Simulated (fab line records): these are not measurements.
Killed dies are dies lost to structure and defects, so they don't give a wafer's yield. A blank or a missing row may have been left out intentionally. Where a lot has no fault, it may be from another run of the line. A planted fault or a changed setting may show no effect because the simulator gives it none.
Which of the tools did it?	flow n5Finfet	10 lots with 30 wafers sampled at 5 steps, on a route of 1938 steps

== WHAT THE GAUGES SHOWED, per wafer ==
N5_BEOL_M13_CD_MEAS_10: target cd 190 nm.
lot	measured	on	cdNm (nm)
L872	day 12 18:47	cdSem-01	189.2 188.6 187.4
L880	day 14 12:53	cdSem-02	190.2 191.2 190.8
L882	day 14 20:38	cdSem-03	191.0 190.2 190.0
L883	day 15 22:07	cdSem-01	191.1 191.0 189.3
L886	day 16 23:43	cdSem-03	187.0 189.0 186.7
L889	day 17 03:35	cdSem-01	189.6 188.8 189.6
L888	day 17 15:40	cdSem-02	188.5 190.1 189.6
L892	day 18 08:29	cdSem-01	187.3 187.3 189.5
L890	day 18 09:05	cdSem-01	186.7 188.4 187.5
L891	day 18 09:40	cdSem-02	188.4 188.4 186.5

== EACH LOT AND THE TOOL THAT RAN IT (in order: tool; ch and the chambers of the sampled wafers; start) ==
lot	N5_BEOL_M12_DESCUM_15	N5_BEOL_M12_DEGAS_41	N5_BEOL_M12_SPUTTER_43	N5_BEOL_M12_CMP_49
L872	rieDiel-06 ch 0,2, day 12 14:28	pvdSputter-02, day 12 17:02	pvdSputter-02, day 12 17:07	cmp-03 ch 1,2, day 12 17:51
L880	rieDiel-05 ch 0,2,3, day 14 02:41	pvdSputter-02, day 14 10:48	pvdSputter-02, day 14 10:53	cmp-03 ch 1,2,3, day 14 11:53
L882	rieDiel-04 ch 1,2,3, day 14 08:59	pvdSputter-02, day 14 18:52	pvdSputter-02, day 14 18:56	cmp-03 ch 0,2,3, day 14 19:44
L883	rieDiel-05 ch 0,2,3, day 15 15:08	pvdSputter-01, day 15 20:19	pvdSputter-01, day 15 20:24	cmp-03 ch 1,2,3, day 15 21:11
L886	rieDiel-06 ch 0,1,2, day 16 18:37	pvdSputter-03, day 16 21:58	pvdSputter-03, day 16 22:03	cmp-04 ch 0,1,3, day 16 22:46
L889	rieDiel-04 ch 0,2,3, day 16 22:29	pvdSputter-01, day 17 01:52	pvdSputter-01, day 17 01:56	cmp-01 ch 1,2,3, day 17 02:40
L888	rieDiel-05 ch 1,2, day 17 07:45	pvdSputter-01, day 17 13:26	pvdSputter-01, day 17 13:31	cmp-04 ch 1,2, day 17 14:38
L892	rieDiel-04 ch 0,3, day 18 04:43	pvdSputter-03, day 18 06:44	pvdSputter-03, day 18 06:49	cmp-03 ch 0,1,2, day 18 07:39
L890	rieDiel-06 ch 0,1,3, day 18 05:07	pvdSputter-02, day 18 07:20	pvdSputter-02, day 18 07:25	cmp-03 ch 0,2,3, day 18 08:08
L891	rieDiel-05 ch 0,1,3, day 18 05:09	pvdSputter-02, day 18 07:52	pvdSputter-02, day 18 07:56	cmp-01 ch 0,3, day 18 08:44
- N5_BEOL_M12_DESCUM_15: chemistry O2, time 7.9 s.
- N5_BEOL_M12_DEGAS_41: time 60 s.
- N5_BEOL_M12_SPUTTER_43: material TaN, target thk 15 nm, time 24.19 s.
- N5_BEOL_M12_CMP_49: polishes, stops on SiOC, t overpolish 20.6 s, target thk 320 nm.

== THE ANSWER, worked out from the rows above alone ==
Rule: what is usual is taken from the lots themselves. Put in order of their means at a reading, lots are off if they are a third of the lots or fewer, leave a main group of 4 or more, and stand apart from it by a gap of 3 or more times the standard deviation of the main group's means; of several such gaps the widest counts. The tables above print the reading to a certain number of digits; a main group whose means all agree to those digits is not used. Also off: a lot with no number at a reading for which 4 or more lots have one. Where the step has rows for the other lots, those lots are counted as sound.
No lot is off at any reading shown: from this, nothing can be told.

== WHAT WAS PUT IN BY THE SIMULATOR ==
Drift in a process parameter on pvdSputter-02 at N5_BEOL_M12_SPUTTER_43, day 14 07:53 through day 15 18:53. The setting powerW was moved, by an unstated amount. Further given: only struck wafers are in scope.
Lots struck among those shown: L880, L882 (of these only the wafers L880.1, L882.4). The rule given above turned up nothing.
